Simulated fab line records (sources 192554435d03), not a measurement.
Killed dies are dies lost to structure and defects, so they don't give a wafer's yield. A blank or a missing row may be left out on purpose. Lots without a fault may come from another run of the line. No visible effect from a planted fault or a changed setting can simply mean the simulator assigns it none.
Split-lot trial + flow n5Finfet + 7 lots, 21 wafers read, on a route of 1938 steps

## THE SPLIT
At N5_PASSIVATION_EXPOSE_41 (exposes mask PASS OPEN, defocus 0 nm, target cd 40000 nm), the setting doseMj was moved away from the recipe's 57.25 on 9 of the 21 wafers read, by -7.1% to +4.0%. For the rest of the wafers, this setting stayed at what the recipe calls for.

## FROM THE SPLIT TO THE READING: what the file shows between them, 3 steps
- N5_PASSIVATION_PEB_42
- N5_PASSIVATION_DEVELOP_43: develop time 60 s
- N5_PASSIVATION_HARDBAKE_45: time 120 s

## THE READING
cdNm (nm) at N5_PASSIVATION_CD_MEAS_44, where the cd target is 40000 nm. Fault-free wafers of this fab line usually give 40000 nm, standard deviation 4.7 nm.

| wafer  | tool, chamber at the split | doseMj as run | against the recipe | cdNm, nm | against lot-mates on the recipe |
|--------|----------------------------|---------------|--------------------|----------|---------------------------------|
| L080.2 | krfScanner-01, 0           | 57.25         | recipe             | 40009    | -                               |
| L080.3 | krfScanner-01, 0           | 59.54         | +4.0%              | 40013    | +8                              |
| L080.4 | krfScanner-01, 0           | 57.25         | recipe             | 40000    | -                               |
| L078.2 | krfScanner-01, 0           | 58.65         | +2.4%              | 40012    | +18                             |
| L078.4 | krfScanner-01, 0           | 58.65         | +2.4%              | 40012    | +18                             |
| L078.5 | krfScanner-01, 0           | 57.25         | recipe             | 39994    | -                               |
| L083.1 | krfScanner-01, 0           | 53.16         | -7.1%              | 39965    | -28                             |
| L083.3 | krfScanner-01, 0           | 57.25         | recipe             | 39993    | -                               |
| L083.6 | krfScanner-01, 0           | 53.16         | -7.1%              | 39963    | -30                             |
| L086.1 | krfScanner-01, 0           | 54.79         | -4.3%              | 39981    | -18                             |
| L086.5 | krfScanner-01, 0           | 57.25         | recipe             | 39999    | -                               |
| L086.6 | krfScanner-01, 0           | 54.79         | -4.3%              | 39990    | -9                              |
| L089.1 | krfScanner-02, 0           | 57.25         | recipe             | 40000    | -                               |
| L089.3 | krfScanner-02, 0           | 54.43         | -4.9%              | 39989    | -14                             |
| L089.6 | krfScanner-02, 0           | 57.25         | recipe             | 40006    | -                               |
| L094.2 | krfScanner-01, 0           | 55.7          | -2.7%              | 39994    | -4                              |
| L094.4 | krfScanner-01, 0           | 57.25         | recipe             | 39997    | -                               |
| L094.6 | krfScanner-01, 0           | 57.25         | recipe             | 40000    | -                               |
| L092.2 | krfScanner-01, 0           | 57.25         | recipe             | 39997    | -                               |
| L092.3 | krfScanner-01, 0           | 57.25         | recipe             | 40001    | -                               |
| L092.6 | krfScanner-01, 0           | 57.25         | recipe             | 39999    | -                               |

FIT RESULTS
A straight line over all 21 wafers: cdNm changes by +4.15 nm for each +1% of doseMj; r = +0.93; the points scatter about the line by 5.2 nm.
The same after taking each lot's own level away (the mean of its wafers on the recipe; 21 wafers): +3.82 nm for each +1%; r = +0.94; scatter 4.4 nm.
That fit puts the effect of the largest move of doseMj on the reading at 27 nm.
From 39993.0 to 40004.5 nm: that is the span of the lots' own levels, equal to 2.4 times the standard deviation above.
So the lot-to-lot level changes the slope little: the two slopes agree.
Check: with one of the wafers moved furthest among these (-7.1%) left out of the fit, the line predicts -25.5 nm for it against its lot-mates. Against them it came out at -28 nm.

## ADDITIONAL SPLITS CARRIED BY THESE WAFERS
Before the reading, these wafers also passed through other splits. Each is held against what the fit with the lots' levels taken away leaves over:
| other split on the same wafers   | wafers away from the commonest value | r with cdNm (lot level and that fit taken away) |
|----------------------------------|--------------------------------------|-------------------------------------------------|
| N5_BEOL_M14_PEB_08 pebTempC      | 9                                    | +0.21                                           |
| N5_BEOL_M15_PEB_26 pebTempC      | 5                                    | +0.32                                           |
| N5_BEOL_M15_TRENCH_ETCH_34 timeS | 5                                    | -0.30                                           |
| N5_MIM_BOT_ETCH_ETCH_04 timeS    | 4                                    | +0.27                                           |
| N5_PASSIVATION_PECVD_35 timeS    | 6                                    | -0.14                                           |

## FILE'S OWN FIT
cdNm changes by +3.49 nm for each +1% of doseMj, r = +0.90.
